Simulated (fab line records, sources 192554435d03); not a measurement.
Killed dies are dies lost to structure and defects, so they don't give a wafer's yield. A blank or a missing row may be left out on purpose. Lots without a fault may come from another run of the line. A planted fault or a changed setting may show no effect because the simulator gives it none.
A struck lot beside a sound one | flow n5_finfet | 15 steps out of a route of 1938
Sound: wafers L908.1, L908.4, L908.6. Struck: wafers L917.1, L917.2, L917.6. The cause comes at the end.
At each step with rows: each side's tool, then ch and its chambers, then its first start. Under that, the readings that differ: sound wafers | struck wafers | difference of the means | sigmas: that difference in standard deviations of wafers without a fault.
alike: readings whose means differ by less than 2 such deviations, and words and numbers that are the same on both sides. not compared: withheld readings, readings that some wafer has no value for, bounds like >300 that may hide the same value, and numbers for which the record gives no deviation and whose values overlap.
The two part at a step that has a row with sigmas, a row that says differs or no value, or rows on one side only. Numbers that don't overlap but have no deviation are shown without sigmas and don't part them. A reading that every wafer of one side lacks parts them only if that side has two wafers or more.

first, 1 step without rows for these wafers: N5_BEOL_M11_DEVELOP_10 (develop time 30 s).
N5_BEOL_M11_CD_MEAS_11: target cd 64.1 nm.
  sound on cd_sem-02 ch 0, day 11 22:29; struck on cd_sem-01 ch 0, day 14 01:53
  alike: cd_nm
N5_BEOL_M11_OVL_MEAS_12:
  sound on overlay-01 ch 0, day 11 22:31; struck on overlay-02 ch 0, day 14 01:55
  alike: M11_OVL
N5_BEOL_M11_INSPECT_13: inspects for defects (brightfield).
  sound on defect_inspect-01, day 11 22:32; struck on defect_inspect-01, day 14 01:56
  alike: raw_defect_count
N5_BEOL_M11_DESCUM_16: chemistry O2, time 7.9 s.
  sound on rie_diel-06 ch 0,2,3, day 11 22:34; struck on rie_diel-05 ch 1,2, day 14 03:14
  alike: chamber_pressure_mTorr, drypump_motor_current_A, oes_product_au, rf_vpp_V, showerhead_plenum_p_Torr, throttle_valve_pct
  not compared: rf_hours_counter_h
N5_BEOL_M11_ETCH_61: etches SiARC in CF4, target depth 39 nm, time 65 s.
  sound on rie_diel-06 ch 0,2,3, day 11 22:37; struck on rie_diel-05 ch 1,2, day 14 03:16
  alike: chamber_pressure_mTorr, drypump_motor_current_A, etch_rf_on_time_s, oes_product_au, rf_vpp_V, showerhead_plenum_p_Torr, throttle_valve_pct
  not compared: rf_hours_counter_h
N5_BEOL_M11_ETCH_62: etches SOC in N2/H2, target depth 110 nm, overetch 22 nm, time 165 s.
  sound on rie_diel-06 ch 0,2,3, day 11 22:40; struck on rie_diel-05 ch 1,2, day 14 03:19
  alike: chamber_pressure_mTorr, drypump_motor_current_A, oes_product_au, rf_vpp_V, showerhead_plenum_p_Torr, throttle_valve_pct
  not compared: rf_hours_counter_h
then, 1 step without rows for these wafers: N5_BEOL_M11_STRIP_68 (strips in N2/H2).
N5_BEOL_M11_STRIP_67: strips in CF4.
  sound on rie_diel-06 ch 0,2,3, day 11 22:48; struck on rie_diel-05 ch 1,2, day 14 03:28
  alike: chamber_pressure_mTorr, drypump_motor_current_A, oes_product_au, rf_vpp_V, showerhead_plenum_p_Torr, throttle_valve_pct
  not compared: rf_hours_counter_h
N5_BEOL_M11_HM_OPEN_17: chemistry Cl2/BCl3, target TiN, target depth 20 nm, overetch 6 nm.
  sound on rie_metal-01 ch 0, day 11 22:50; struck on rie_metal-03 ch 0,1, day 14 03:31
  alike: chamber_pressure_mTorr, drypump_motor_current_A, he_backside_leak_sccm, oes_product_au, throttle_valve_pct
  not compared: rf_hours_counter_h
then, 1 step without rows for these wafers: N5_BEOL_M11_STRIP_19 (strips in O2).
N5_BEOL_M11_CD_MEAS_18: pitch 140 nm, target cd 70 nm.
  sound on cd_sem-02, day 11 23:01; struck on cd_sem-03, day 14 03:47
  alike: cd_nm
N5_BEOL_M11_COAT_63: time 60 s, resist thk 100 nm.
  sound on litho_track-05 ch 0, day 11 23:42; struck on litho_track-02 ch 0, day 14 03:56
  reading                  | sound                | struck               | difference | sigmas
  heater_power_total_W (W) | 497.9 497.5 500.5    | 495.2 494.7 495.1    | -3.6       | -2
  plate_temp_C (C)         | 250.09 250.06 250.12 | 246.89 246.97 247.05 | -3.12      | -20
  alike: dispense_pressure_kPa, spin_speed_rpm
then, 1 step without rows for these wafers: N5_BEOL_M11_COAT_64 (time 60 s, resist thk 30 nm).
N5_PASSIVATION_PROBE_49:
  sound on prober-01, day 13 23:31; struck on prober-01, day 16 02:44
  reading       | sound    | struck  | difference | sigmas
  killed_on_rim | 18 23 16 | 12 10 8 | -9         | -2
  alike: defect_limited_yield, killed_at_M0_to_M3, killed_at_M4_up, killed_at_contacts, killed_at_front_end, killed_at_other, killed_dies, killed_open, killed_short, sort_bin_5_function, sort_bin_6_memory, sort_n_pass, sort_yield_pct

WHERE THEY PART
First at N5_BEOL_M11_COAT_63; last, within this record, at N5_PASSIVATION_PROBE_49.

WHY: what the simulator had put in
Process parameter drift: litho_track-02, from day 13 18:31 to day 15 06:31, at N5_BEOL_M11_COAT_63. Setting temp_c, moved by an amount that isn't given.
